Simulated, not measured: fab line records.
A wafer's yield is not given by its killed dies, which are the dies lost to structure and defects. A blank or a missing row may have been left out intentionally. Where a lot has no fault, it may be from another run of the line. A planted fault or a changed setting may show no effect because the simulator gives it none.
fab line records ; flow n5-finfet
record: lots: 6; wafers: 17; last-day: 17
route steps=1938 shown BEOL_M10@1516
lots with no fault: from the same line, run without faults
start-h: hours from the record's opening day to when the first of the lot's shown wafers began ; wait-h: hours elapsed since this lot's preceding step ; " as in the row above ; L1.1+2: several wafers, shown together as one row ; - either no value or no given start ; * or withheld: withheld ; < > ~ a bound
route shown NAME@n: NAME is a module with steps in the file, n the number in the route of the first one ; usual: average and standard deviation across the fault-free wafers ; same: alike in all rows ; chamber/n: place in a boat ; sites: readings site by site ; _std_site: how widely they spread, as a standard deviation ; _edge_site: inner sites' mean taken away from outer sites' mean ; radius-mm: for every site, how far away it sits from the centre of the wafer ; mask NAME#n: copy n ; behind: the tool/chamber that last shaped the wafer ; hold: what put the lot on hold/how long, in hours/how the hold closed ; device: the transistor (n, p or np) that didn't switch ; end of line: tests of these same wafers at the route's end ; a step without rows: its recipe alone ; killed: dies lost to structure and defects at the first sort, not the wafer's yield ; map: a wafer's dies, marking killed ones x, the rest . and places with no die _
set.NAME: setting as actually run; set.NAME@STEP: the setting as run at that earlier step ; model.NAME: the simulator's own value behind a step, which no gauge read
lots at some steps of the route; a table a step, a row a wafer
services: a tool's chamber out of use, with start hour (start-h, from the record's first day; less than 0 if before it), hours out, and reason
== steps ==
step: N5_BEOL_M10_HM_STRIP_39
recipe: chemistry: peroxide-tin-strip; material: TiN; target-depth-a: 250; temp-c: 50; time-s: 158
step: N5_BEOL_M10_SRD_40
recipe: time-s: 30; temp-c: 23; rinse-liquid: diw; dry: ipa-marangoni
step: N5_BEOL_M10_PRECLEAN_42
recipe: chemistry: residue-remover; time-s: 60; temp-c: 40
step: N5_BEOL_M10_SRD_43
recipe: time-s: 30; temp-c: 23; rinse-liquid: diw; dry: ipa-marangoni
step: N5_BEOL_M10_CD_MEAS_35
recipe: target-cd-nm: 70; polarity: opening
usual: cd-nm: 70.0/0.53
lot.wafer;tool;chamber;start-h;wait-h;cd-nm
L602.2;cd-sem-01;-;213.15;0.0;71.0
L602.3;cd-sem-01;-;213.15;0.0;70.0
L602.4;cd-sem-01;-;213.15;0.0;70.7
L611.3;cd-sem-01;-;267.25;0.0;70.0
L611.5;cd-sem-01;-;267.25;0.0;70.6
L613.3;cd-sem-01;-;283.83;0.0;70.3
L613.5;cd-sem-01;-;283.83;0.0;70.4
L613.6;cd-sem-01;-;283.83;0.0;69.3
L618.3;cd-sem-01;-;314.39;0.0;69.3
L618.4;cd-sem-01;-;314.39;0.0;69.4
L618.6;cd-sem-01;-;314.39;0.0;70.0
L623.1;cd-sem-03;-;341.31;0.0;69.8
L623.4;cd-sem-03;-;341.31;0.0;69.9
L623.5;cd-sem-03;-;341.31;0.0;69.3
L624.2;cd-sem-02;-;361.15;0.0;69.4
L624.4;cd-sem-02;-;361.15;0.0;69.1
L624.6;cd-sem-02;-;361.15;0.0;69.2
step: N5_BEOL_M10_CURE_72
recipe: temp-c: 370; time-s: 120; ambient: DMADMS/He; material: SiCOH_lowk
step: N5_BEOL_M10_DEGAS_44
recipe: ambient: vacuum; temp-c: 250; time-s: 60
usual: heater-power-w: 313/17
lot.wafer;tool;chamber;start-h;wait-h;heater-power-w
L602.2;pvd-sputter-03;-;213.85;0.6;306
L602.3;pvd-sputter-03;-;213.85;0.6;309
L602.4;pvd-sputter-03;-;213.85;0.6;317
L611.3;pvd-sputter-03;-;267.93;0.5;313
L611.5;pvd-sputter-03;-;267.93;0.5;309
L613.3;pvd-sputter-02;-;284.36;0.3;304
L613.5;pvd-sputter-02;-;284.36;0.3;277
L613.6;pvd-sputter-02;-;284.36;0.3;299
L618.3;pvd-sputter-02;-;314.86;0.3;329
L618.4;pvd-sputter-02;-;314.86;0.3;293
L618.6;pvd-sputter-02;-;314.86;0.3;274
L623.1;pvd-sputter-02;-;342.06;0.7;330
L623.4;pvd-sputter-02;-;342.06;0.7;280
L623.5;pvd-sputter-02;-;342.06;0.7;336
L624.2;pvd-sputter-03;-;361.55;0.3;303
L624.4;pvd-sputter-03;-;361.55;0.3;339
L624.6;pvd-sputter-03;-;361.55;0.3;315
step: N5_BEOL_M10_PRE_CLEAN_45
recipe: gas: H2/He; time-s: 30; temp-c: 250
usual: heater-power-w: 314/18
lot.wafer;tool;chamber;start-h;wait-h;heater-power-w
L602.2;pvd-sputter-03;-;213.89;0.0;301
L602.3;pvd-sputter-03;-;213.89;0.0;314
L602.4;pvd-sputter-03;-;213.89;0.0;316
L611.3;pvd-sputter-03;-;267.97;0.0;312
L611.5;pvd-sputter-03;-;267.97;0.0;309
L613.3;pvd-sputter-02;-;284.40;0.0;298
L613.5;pvd-sputter-02;-;284.40;0.0;281
L613.6;pvd-sputter-02;-;284.40;0.0;292
L618.3;pvd-sputter-02;-;314.90;0.0;330
L618.4;pvd-sputter-02;-;314.90;0.0;299
L618.6;pvd-sputter-02;-;314.90;0.0;273
L623.1;pvd-sputter-02;-;342.10;0.0;324
L623.4;pvd-sputter-02;-;342.10;0.0;276
L623.5;pvd-sputter-02;-;342.10;0.0;330
L624.2;pvd-sputter-03;-;361.59;0.0;310
L624.4;pvd-sputter-03;-;361.59;0.0;339
L624.6;pvd-sputter-03;-;361.59;0.0;313
step: N5_BEOL_M10_ALD_74
recipe: material: TaN; target-thk-a: 20; temp-c: 275; ald-precursor-family: PDMAT; ald-co-reactant: NH3; pressure-torr: 3; carrier-flow-sccm: 1500; pulse-time-s: 2; purge-time-s: 3; co-reactant-purge-time-s: 2; co-reactant-pulse-time-s: 3; ald-cycles: 40; precursor-vessel-temp-c: 75; precursor-vessel-pressure-torr: 26.25; precursor-vessel-carrier-sccm: 1000
usual: heater-power-outer-w: 236/18; heater-power-w: 423/45
same: co-reactant-purge-time-s: 2
lot.wafer;tool;chamber;start-h;wait-h;heater-power-outer-w;heater-power-w
L602.2;ald-metal-02;2;213.97;0.1;267;421
L602.3;ald-metal-02;3;213.97;0.1;249;452
L602.4;ald-metal-02;0;213.97;0.1;245;403
L611.3;ald-metal-02;3;268.05;0.1;250;452
L611.5;ald-metal-02;0;268.05;0.1;240;415
L613.3;ald-metal-02;1;284.47;0.1;210;373
L613.5;ald-metal-02;3;284.47;0.1;252;462
L613.6;ald-metal-02;2;284.47;0.1;261;407
L618.3;ald-metal-03;2;314.97;0.1;252;419
L618.4;ald-metal-03;0;314.97;0.1;233;408
L618.6;ald-metal-03;3;314.97;0.1;221;367
L623.1;ald-metal-04;3;342.16;0.0;221;455
L623.4;ald-metal-04;0;342.16;0.0;261;482
L623.5;ald-metal-04;0;342.16;0.0;250;487
L624.2;ald-metal-03;2;361.65;0.0;249;433
L624.4;ald-metal-03;0;361.65;0.0;225;404
L624.6;ald-metal-03;1;361.65;0.0;210;372
step: N5_BEOL_M10_SURFACE_TREAT_76
recipe: gas: Ar; time-s: *; ion-energy-ev: *; ion-current-ma-cm2: 0.5; pressure-mtorr: *; ar-flow-sccm: 30
step: N5_BEOL_M10_CVD_75
recipe: material: Co; target-thk-a: 20; temp-c: withheld; precursor: CCTBA/H2; pressure-torr: 30; time-s: 138.9
step: N5_BEOL_M10_SPUTTER_48
recipe: material: Cu; target-thk-a: 120; temp-c: -20; bias-v: 60; power-w: 26000; chamber-pressure-pa: 0.13; time-s: 2
usual: throttle-valve-pct: 29.6/0.86
lot.wafer;tool;chamber;start-h;wait-h;throttle-valve-pct
L602.2;pvd-sputter-03;-;214.65;0.1;30.3
L602.3;pvd-sputter-03;-;214.65;0.1;29.3
L602.4;pvd-sputter-03;-;214.65;0.1;29.7
L611.3;pvd-sputter-03;-;268.61;0.1;30.3
L611.5;pvd-sputter-03;-;268.61;0.1;28.9
L613.3;pvd-sputter-02;-;287.06;1.9;29.9
L613.5;pvd-sputter-02;-;287.06;1.9;29.6
L613.6;pvd-sputter-02;-;287.06;1.9;29.7
L618.3;pvd-sputter-02;-;315.58;0.1;29.4
L618.4;pvd-sputter-02;-;315.58;0.1;29.9
L618.6;pvd-sputter-02;-;315.58;0.1;29.8
L623.1;pvd-sputter-01;-;342.64;0.1;29.5
L623.4;pvd-sputter-01;-;342.64;0.1;28.3
L623.5;pvd-sputter-01;-;342.64;0.1;29.6
L624.2;pvd-sputter-01;-;362.26;0.1;28.8
L624.4;pvd-sputter-01;-;362.26;0.1;31.5
L624.6;pvd-sputter-01;-;362.26;0.1;31.9
step: N5_BEOL_M10_ECD_50
recipe: material: Cu; target-thk-a: 3180
lot.wafer;tool;chamber;start-h;wait-h;model.Cu_of_BEOL_M10_ECD_50.thk-nm
L602.2;ecd-cu-01;1;214.77;0.1;322.6
L602.3;ecd-cu-01;1;214.77;0.1;320.8
L602.4;ecd-cu-01;0;214.77;0.1;318.4
L611.3;ecd-cu-02;0;268.76;0.1;220.4
L611.5;ecd-cu-02;0;268.76;0.1;320.8
L613.3;ecd-cu-02;0;287.21;0.1;212.4
L613.5;ecd-cu-02;1;287.21;0.1;316.4
L613.6;ecd-cu-02;0;287.21;0.1;312.8
L618.3;ecd-cu-01;1;315.72;0.1;319.6
L618.4;ecd-cu-01;0;315.72;0.1;318.4
L618.6;ecd-cu-01;0;315.72;0.1;312.6
L623.1;ecd-cu-02;1;342.75;0.1;317.6
L623.4;ecd-cu-02;0;342.75;0.1;315.4
L623.5;ecd-cu-02;0;342.75;0.1;322.6
L624.2+6;ecd-cu-01;0;362.37;0.1;314.2
L624.4;ecd-cu-01;0;362.37;0.1;314.4
step: N5_BEOL_M10_ANNEAL_51
recipe: temp-c: 225; time-s: 90; ambient: N2
usual: wafer_temp_C_max: 226.6/0.41
lot.wafer;tool;chamber;start-h;wait-h;wafer_temp_C_max
L602.2;rtp-anneal-02;0;214.92;0.1;226.8
L602.3;rtp-anneal-02;0;214.92;0.1;226.8
L602.4;rtp-anneal-02;0;214.92;0.1;226.8
L611.3;rtp-anneal-01;0;269.22;0.4;225.9
L611.5;rtp-anneal-01;0;269.22;0.4;226.0
L613.3;rtp-anneal-01;0;287.38;0.1;226.5
L613.5;rtp-anneal-01;0;287.38;0.1;226.6
L613.6;rtp-anneal-01;0;287.38;0.1;226.5
L618.3;rtp-anneal-02;0;316.07;0.3;226.6
L618.4;rtp-anneal-02;0;316.07;0.3;226.8
L618.6;rtp-anneal-02;0;316.07;0.3;226.4
L623.1;rtp-anneal-02;0;342.86;0.1;226.8
L623.4;rtp-anneal-02;0;342.86;0.1;227.1
L623.5;rtp-anneal-02;0;342.86;0.1;226.7
L624.2;rtp-anneal-02;0;362.93;0.5;226.5
L624.4;rtp-anneal-02;0;362.93;0.5;226.5
L624.6;rtp-anneal-02;0;362.93;0.5;227.0
step: N5_BEOL_M10_CMP_52
recipe: stop-on: SiCOH_lowk; t-overpolish-s: 7; down-force-psi: 1; platen-rpm: 50; clearing-platen-down-force-psi: 1.5; clearing-platen-rpm: 50; post-cmp-clean: cu-alkaline; target-thk-nm: 140; clearing-platen-pad-velocity-m-s: 0.99484; pad-velocity-m-s: 0.99484
usual: clearing-platen-down-force-psi: 1.500/0.0033; motor-current-A: 6.3/0.6; time-to-endpoint-s: 65.8/2.6
lot.wafer;tool;chamber;start-h;wait-h;clearing-platen-down-force-psi;motor-current-A;time-to-endpoint-s
L602.3;cmp-01;1;215.17;0.2;1.500;6.1;69.6
L602.4;cmp-01;2;215.17;0.2;1.498;7.4;71.0
L602.2;cmp-01;0;215.17;0.2;1.502;6.6;70.0
L611.3;cmp-01;1;269.52;0.3;1.506;6.3;42.5
L611.5;cmp-01;2;269.52;0.3;1.498;7.3;68.4
L613.3;cmp-01;0;287.59;0.2;1.503;7.1;41.3
L613.6;cmp-01;0;287.59;0.2;1.508;7.0;61.6
L613.5;cmp-01;1;287.59;0.2;1.497;5.7;65.7
L618.4;cmp-04;3;316.35;0.2;1.498;5.5;63.7
L618.3;cmp-04;0;316.35;0.2;1.502;6.2;65.7
L618.6;cmp-04;2;316.35;0.2;1.500;6.6;62.8
L623.4;cmp-04;2;343.24;0.2;1.507;5.9;68.2
L623.1;cmp-04;3;343.24;0.2;1.495;5.4;64.6
L623.5;cmp-04;1;343.24;0.2;1.503;6.7;72.0
L624.2;cmp-01;1;363.22;0.2;1.501;6.0;64.9
L624.4;cmp-01;3;363.22;0.2;1.501;5.4;63.4
L624.6;cmp-01;0;363.22;0.2;1.502;6.7;61.9
step: N5_BEOL_M10_THK_MEAS_53
recipe: thk-meas-gauge: xrf; reads: Cu_of_BEOL_M10_ECD_50
usual: M10_THK: 137.9/2.7
lot.wafer;tool;chamber;start-h;wait-h;M10_THK[nm]
L602.2;film-metro-01;-;215.47;-;143.1
L602.3;film-metro-01;-;215.47;-;140.9
L602.4;film-metro-01;-;215.47;-;140.4
L611.3;film-metro-02;-;269.82;-;141.9
L611.5;film-metro-02;-;269.82;-;144.2
L613.3;film-metro-01;-;287.88;-;134.9
L613.5;film-metro-01;-;287.88;-;137.7
L613.6;film-metro-01;-;287.88;-;136.8
L618.3;film-metro-02;-;316.57;-;140.2
L618.4;film-metro-02;-;316.57;-;138.1
L618.6;film-metro-02;-;316.57;-;140.6
L623.1;film-metro-01;-;343.45;-;139.4
L623.4;film-metro-01;-;343.45;-;140.5
L623.5;film-metro-01;-;343.45;-;139.6
L624.2;film-metro-01;-;363.48;-;135.3
L624.4;film-metro-01;-;363.48;-;135.2
L624.6;film-metro-01;-;363.48;-;134.5
== services ==
tool;chamber;start-h;hours;kind
cmp-04;-;191.17;5.9;repair
cmp-04;-;214.02;4.0;pm
cmp-01;-;229.66;4.0;pm
cmp-01;-;233.66;-;consumable-replace:conditioner
cmp-01;-;233.66;-;consumable-replace:pad
cmp-04;-;243.72;28.0;repair
ecd-cu-02;-;255.17;0.2;repair
cmp-01;-;300.61;0.5;repair
ecd-cu-01;-;308.18;0.4;repair
ald-metal-03;-;328.46;8.7;pm
ald-metal-02;-;337.25;14.0;pm
ald-metal-02;0;337.25;14.0;vent-cycle
ald-metal-02;1;337.25;14.0;vent-cycle
ald-metal-02;2;337.25;14.0;vent-cycle
ald-metal-02;3;337.25;14.0;vent-cycle
cmp-04;-;340.01;0.6;repair
ald-metal-03;-;346.32;0.8;repair
ald-metal-02;0;351.25;-;clean
ald-metal-02;1;351.25;-;clean
ald-metal-02;2;351.25;-;clean
ald-metal-03;-;354.24;2.8;pm
ald-metal-02;-;356.04;0.9;repair
ald-metal-04;1;357.94;1.7;repair
pvd-sputter-01;-;363.13;9.5;repair
== key ==
first-sign: step: N5_BEOL_M10_CMP_52; reading: time-to-endpoint-s; direction: down; sigmas: 9.3; usual: *; struck: *
effect none on later readings
model-effect: step: N5_BEOL_M10_ECD_50; value: Cu_of_BEOL_M10_ECD_50.thk-nm; without: 318.3; struck: 216.4
met-at N5_BEOL_M10_ECD_50
struck-wafers L611.3,L613.3
fault: kind: process-parameter-drift; tool: ecd-cu-02; chamber: -; onset-h: 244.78; steps: N5_BEOL_M10_ECD_50; channel: target-thk-a; offset: *; shape: step; end-h: 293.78; scope: struck-wafers-only; acts-in: *; stated: *
